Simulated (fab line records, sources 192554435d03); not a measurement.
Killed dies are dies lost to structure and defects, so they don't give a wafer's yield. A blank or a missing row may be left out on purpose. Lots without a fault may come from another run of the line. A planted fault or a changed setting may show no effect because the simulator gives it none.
Chamber matching | flow n5_finfet | N5_BEOL_M9_STRIP_67 on rie_diel-03: 4 sister chambers
The step strips in CF4. 4 wafers are shown with their chamber, then 9 later ones without.

WAFERS WITH THEIR CHAMBER
wafer  | chamber | drypump_motor_current_A (A)
L087.4 | 0       | 6.2
L094.1 | 2       | 5.7
L094.2 | 1       | 5.1
L094.3 | 3       | 5.4

WAFERS WITHOUT THEIR CHAMBER
wafer  | drypump_motor_current_A (A)
L095.1 | 6.2
L095.2 | 5.8
L095.3 | 5.4
L095.4 | 5.1
L095.5 | 5.4
L095.6 | 5.8
L097.1 | 5.5
L097.3 | 5.7
L097.6 | 5.1

WHICH CHAMBER EACH WENT THROUGH
wafer  | from the rows above     | in truth
L095.1 | 0                       | 0
L095.2 | 2                       | 2
L095.3 | 3                       | 3
L095.4 | 1                       | 1
L095.5 | 3                       | 3
L095.6 | 2                       | 2
L097.1 | can't be placed: 3 or 2 | 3
L097.3 | 2                       | 2
L097.6 | 1                       | 1
Placed correctly: 8 of 9. Can't be placed from these rows: 1 (the true chamber is among the candidates in 1). Placed wrongly: 0.
How it was worked out, from the rows above alone: a wafer's distance from a chamber is the root of the sum, over the readings, of the square of ((its reading less the chamber's mean) divided by the reading's scatter). The wafer belongs to the nearest chamber; if the next one is less than 2 further off, it can't be placed. A chamber's mean is the mean of its shown wafers. The scatter: with one shown wafer a chamber, the root of the mean of the squares of how far each hidden wafer lies from its nearest shown one.
